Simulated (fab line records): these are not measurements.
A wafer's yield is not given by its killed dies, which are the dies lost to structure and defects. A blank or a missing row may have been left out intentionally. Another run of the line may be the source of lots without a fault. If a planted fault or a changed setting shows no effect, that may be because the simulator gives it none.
fab line records	flow n5_finfet	part 2 of 2: steps 5 to 6 of 6
record: lots: 21	wafers: 63	last_day: 17
route steps=1938 shown BEOL_M11@1569 BEOL_M12@1614
lots with no fault: from the same line, run without faults
start_h: hours from the record's first day to the start of the lot's first wafer shown	wait_h: hours elapsed since this lot's preceding step	" as in the row above	L1.1+2: a row that stands for several wafers	- no value present, or no start provided	* or withheld: withheld	< > ~ a bound
route shown NAME@n: a module of which the file shows steps, and the number in the route of the first	usual: the fault-free wafers' mean and standard deviation	same: alike in all rows	chamber/n: place in a boat	sites: readings site by site	_std_site: the standard deviation of these	_edge_site: the outer-site mean with the inner-site mean subtracted	radius_mm: for every site, how far away it sits from the centre of the wafer	mask NAME#n: copy n	behind: the tool/chamber that last shaped the wafer	hold: why the lot went on hold/how many hours it stayed there/how the hold came to an end	device: transistor that didn't switch, given as n, p or np	end of line: tests run on the same wafers once the route is complete	step lacking rows: just its recipe	killed: not the wafer's yield, but the dies lost to structure and defects at the first sort	map: shows each die of a wafer: x if killed, . if not, _ if none is there
set.NAME: the setting that was run; set.NAME@STEP: the one run at that earlier step	model.NAME: the simulator's own value behind a step, which no gauge read
route steps across a sampled set of lots; one table per step, one row per wafer
services: the hour from which a tool's chamber was out of use, counted from the record's first day as start_h (under 0 if before that day), plus the number of hours and why
== steps ==
step: N5_BEOL_M12_INSPECT_12
recipe: mode: adi	inspect_instrument: macro
usual: raw_defect_count: 2.1/1.5
lot.wafer	tool	chamber	start_h	wait_h	raw_defect_count
L074.2	defect_inspect-02	-	247.42	0.0	1
L074.5	"	-	"	"	3
L074.6	"	-	"	"	4
L076.1	defect_inspect-01	-	249.48	0.0	3
L076.4	"	-	"	"	1
L076.6	"	-	"	"	2
L075.2	defect_inspect-01	-	260.65	0.0	2
L075.5	"	-	"	"	2
L075.6	"	-	"	"	1
L077.1	defect_inspect-01	-	261.54	0.0	2
L077.4	"	-	"	"	1
L077.5	"	-	"	"	2
L078.1	defect_inspect-01	-	261.96	0.0	3
L078.2	"	-	"	"	2
L078.3	"	-	"	"	0
L079.2	defect_inspect-02	-	273.07	0.0	0
L079.4	"	-	"	"	3
L079.6	"	-	"	"	2
L080.2	defect_inspect-01	-	273.43	0.0	5
L080.4	"	-	"	"	1
L080.5	"	-	"	"	0
L082.1	defect_inspect-01	-	279.91	0.0	1
L082.4	"	-	"	"	4
L082.5	"	-	"	"	4
L084.1	defect_inspect-02	-	295.63	0.0	1
L084.2	"	-	"	"	2
L084.5	"	-	"	"	5
L085.3	defect_inspect-01	-	313.02	0.0	2
L085.4	"	-	"	"	4
L085.5	"	-	"	"	2
L087.1	defect_inspect-02	-	320.68	0.0	0
L087.4	"	-	"	"	2
L087.6	"	-	"	"	2
L086.3	defect_inspect-01	-	321.06	0.0	0
L086.4	"	-	"	"	3
L086.6	"	-	"	"	1
L089.2	defect_inspect-02	-	326.65	0.0	1
L089.4	"	-	"	"	3
L089.6	"	-	"	"	1
L088.1	defect_inspect-01	-	332.05	0.0	4
L088.4	"	-	"	"	3
L088.5	"	-	"	"	0
L091.1	defect_inspect-01	-	332.66	0.0	2
L091.3	"	-	"	"	0
L091.6	"	-	"	"	4
L092.2	defect_inspect-02	-	339.69	0.0	4
L092.4	"	-	"	"	5
L092.5	"	-	"	"	8
L093.2	defect_inspect-01	-	361.82	0.0	3
L093.3	"	-	"	"	2
L093.5	"	-	"	"	3
L095.1	defect_inspect-01	-	362.17	0.0	2
L095.3	"	-	"	"	2
L095.6	"	-	"	"	2
L096.2	defect_inspect-02	-	367.48	0.0	5
L096.3	"	-	"	"	1
L096.5	"	-	"	"	9
L094.1	defect_inspect-02	-	368.45	0.0	7
L094.4	"	-	"	"	1
L094.5	"	-	"	"	1
L097.1	defect_inspect-01	-	374.64	0.0	2
L097.2	"	-	"	"	3
L097.3	"	-	"	"	1
step: N5_BEOL_M12_ETCH_59
recipe: chemistry: N2/H2	target: BARC	target_depth_a: 890	overetch_a: 267	time_s: 67.9	ion_energy_ev: 200	pressure_mtorr: 30	source_w: 840	bias_w: 150	n2_flow_sccm: 200	h2_flow_sccm: 200
usual: bias_w: 150.0/0.47	drypump_motor_current_A: 5.6/0.36	oes_product_au: 0.70/0.067	rf_vpp_V: 523.3/2.2	showerhead_plenum_p_Torr: 2.52/0.074	throttle_valve_pct: 17.69/0.25
lot.wafer	tool	chamber	start_h	wait_h	bias_w	drypump_motor_current_A	oes_product_au	rf_hours_counter_h	rf_vpp_V	showerhead_plenum_p_Torr	throttle_valve_pct
L074.2	rie_diel-04	0	247.87	0.0	149.8	6.1	0.60	258	522.3	2.47	17.73
L074.5	"	0	"	"	149.6	6.1	0.60	-	522.8	2.47	17.73
L074.6	"	1	"	"	150.1	5.4	0.72	-	522.0	2.48	17.87
L076.1	rie_diel-01	3	249.55	0.0	150.4	5.3	0.59	208	525.5	2.61	17.88
L076.4	"	0	"	"	149.5	5.7	0.60	234	518.8	2.40	17.82
L076.6	"	1	"	"	150.2	5.7	0.69	-	524.4	2.56	17.31
L075.2	rie_diel-04	2	260.72	0.0	150.7	5.5	0.67	91	523.1	2.44	17.39
L075.5	"	2	"	"	149.8	5.5	0.67	-	522.3	2.44	17.38
L075.6	"	3	"	"	150.5	4.9	0.64	-	520.5	2.45	18.08
L077.1	rie_diel-04	3	261.61	0.0	149.9	4.9	0.64	184	520.2	2.45	18.07
L077.4	"	2	"	"	149.6	5.5	0.67	-	521.8	2.44	17.39
L077.5	"	1	"	"	150.5	5.4	0.71	-	522.4	2.47	17.88
L078.1	rie_diel-01	0	262.24	0.0	150.2	5.8	0.60	239	519.8	2.40	17.81
L078.2	"	3	"	"	150.1	5.3	0.58	213	525.6	2.61	17.87
L078.3	"	1	"	"	150.3	5.8	0.69	88	526.0	2.56	17.33
L079.2	rie_diel-04	1	273.14	0.0	150.8	5.4	0.72	66	520.6	2.47	17.88
L079.4	"	3	"	"	150.8	4.9	0.64	-	520.3	2.44	18.07
L079.6	"	1	"	"	150.9	5.4	0.71	-	521.1	2.47	17.87
L080.2	rie_diel-03	1	273.50	0.0	150.1	5.1	0.72	45	524.6	2.57	17.74
L080.4	"	0	"	"	149.2	6.4	0.60	221	523.6	2.50	17.94
L080.5	"	2	"	"	149.4	5.6	0.72	-	525.9	2.58	17.40
L082.1	rie_diel-03	2	279.98	0.0	149.8	5.7	0.72	65	524.9	2.58	17.40
L082.4	"	1	"	"	150.2	5.1	0.72	46	525.1	2.57	17.78
L082.5	"	3	"	"	150.1	5.4	0.81	-	521.5	2.51	17.96
L084.1	rie_diel-04	2	295.99	0.0	149.5	5.5	0.67	106	520.5	2.44	17.41
L084.2	"	1	"	"	150.4	5.4	0.71	76	522.1	2.47	17.89
L084.5	"	0	"	"	149.5	6.1	0.83	-	523.2	2.46	17.40
L085.3	rie_diel-01	3	313.08	0.0	150.0	5.3	0.58	232	525.0	2.60	17.92
L085.4	"	0	"	"	150.0	5.7	0.84	1	528.3	2.71	17.44
L085.5	"	2	"	"	150.2	5.9	0.73	-	521.9	2.49	17.72
L087.1	rie_diel-04	1	320.75	0.0	149.8	5.4	0.70	84	520.8	2.46	17.92
L087.4	"	0	"	"	150.1	6.1	0.81	13	522.2	2.46	17.41
L087.6	"	0	"	"	150.7	6.1	0.81	-	521.9	2.46	17.41
L086.3	rie_diel-01	3	321.13	0.0	149.7	5.3	0.58	235	524.8	2.60	17.92
L086.4	"	1	"	"	150.0	5.8	0.67	111	524.3	2.55	17.36
L086.6	"	1	"	"	149.4	5.8	0.67	-	524.2	2.55	17.35
L089.2	rie_diel-01	3	326.97	0.0	150.1	5.3	0.57	237	526.7	2.60	17.91
L089.4	"	1	"	"	150.0	5.8	0.66	113	523.6	2.55	17.35
L089.6	"	2	"	"	149.1	5.9	0.72	-	521.9	2.49	17.70
L088.1	rie_diel-03	0	332.12	0.0	150.5	6.3	0.58	242	523.1	2.49	18.01
L088.4	"	3	"	"	149.1	5.4	0.77	26	524.3	2.50	17.99
L088.5	"	3	"	"	149.4	5.4	0.77	-	523.0	2.50	17.98
L091.1	rie_diel-03	2	332.73	0.0	149.7	5.6	0.70	84	525.0	2.57	17.43
L091.3	"	3	"	"	150.1	5.4	0.77	27	522.5	2.50	18.00
L091.6	"	0	"	"	151.1	6.4	0.59	-	523.4	2.49	17.98
L092.2	rie_diel-01	0	339.82	0.0	149.2	5.8	0.79	12	528.2	2.70	17.46
L092.4	"	1	"	"	149.2	5.8	0.66	118	524.6	2.55	17.36
L092.5	"	3	"	"	150.1	5.3	0.57	-	525.5	2.60	17.91
L093.2	rie_diel-01	0	361.88	0.0	150.1	5.8	0.77	20	527.4	2.70	17.49
L093.3	"	2	"	"	150.3	5.9	0.71	74	522.3	2.48	17.75
L093.5	"	0	"	"	149.9	5.7	0.78	-	527.8	2.70	17.49
L095.1	rie_diel-04	3	362.27	0.0	150.2	4.9	0.62	220	521.7	2.43	18.12
L095.3	"	0	"	"	149.9	6.1	0.78	26	522.3	2.46	17.43
L095.6	"	1	"	"	149.8	5.4	0.69	-	521.6	2.46	17.95
L096.2	rie_diel-01	1	367.55	0.0	149.5	5.7	0.66	128	524.3	2.54	17.38
L096.3	"	2	"	"	149.9	5.9	0.71	76	520.0	2.48	17.74
L096.5	"	0	"	"	150.2	5.7	0.77	-	528.1	2.70	17.49
L094.1	rie_diel-01	1	368.52	0.0	150.0	5.8	0.66	129	522.9	2.54	17.39
L094.4	"	2	"	"	149.7	5.9	0.71	-	521.3	2.48	17.76
L094.5	"	1	"	"	150.0	5.8	0.66	-	522.9	2.54	17.39
L097.1	rie_diel-01	2	374.71	0.0	150.5	5.9	0.71	80	521.3	2.48	17.75
L097.2	"	0	"	"	150.5	5.8	0.77	26	528.0	2.70	17.51
L097.3	"	1	"	"	149.8	5.8	0.66	132	524.2	2.54	17.40
== services ==
tool	chamber	start_h	hours	kind
rie_diel-02	2	230.43	75.0	repair
rie_diel-01	-	236.60	0.2	repair
rie_diel-02	-	257.21	15.6	pm
rie_diel-05	0	261.54	19.9	repair
rie_diel-06	2	264.89	6.7	repair
rie_diel-02	0	278.05	4.4	repair
rie_diel-06	1	287.76	-	clean
rie_diel-06	1	287.76	-	consumable_replace:focus_ring
rie_diel-06	1	287.76	-	consumable_replace:showerhead
rie_diel-06	1	287.76	16.5	scheduled_down
rie_diel-06	1	287.76	16.5	vent_cycle
rie_diel-05	-	298.29	4.3	pm
rie_diel-06	2	307.35	1.8	repair
rie_diel-06	2	309.34	9.4	repair
rie_diel-05	1	325.31	-	clean
rie_diel-05	1	325.31	-	consumable_replace:focus_ring
rie_diel-05	1	325.31	-	consumable_replace:showerhead
rie_diel-05	1	325.31	28.2	scheduled_down
rie_diel-05	1	325.31	28.2	vent_cycle
rie_diel-02	3	348.17	1.7	repair
rie_diel-06	3	351.73	3.7	repair
rie_diel-03	1	362.98	15.7	repair
rie_diel-05	0	365.05	20.0	repair
rie_diel-06	0	370.50	2.6	repair
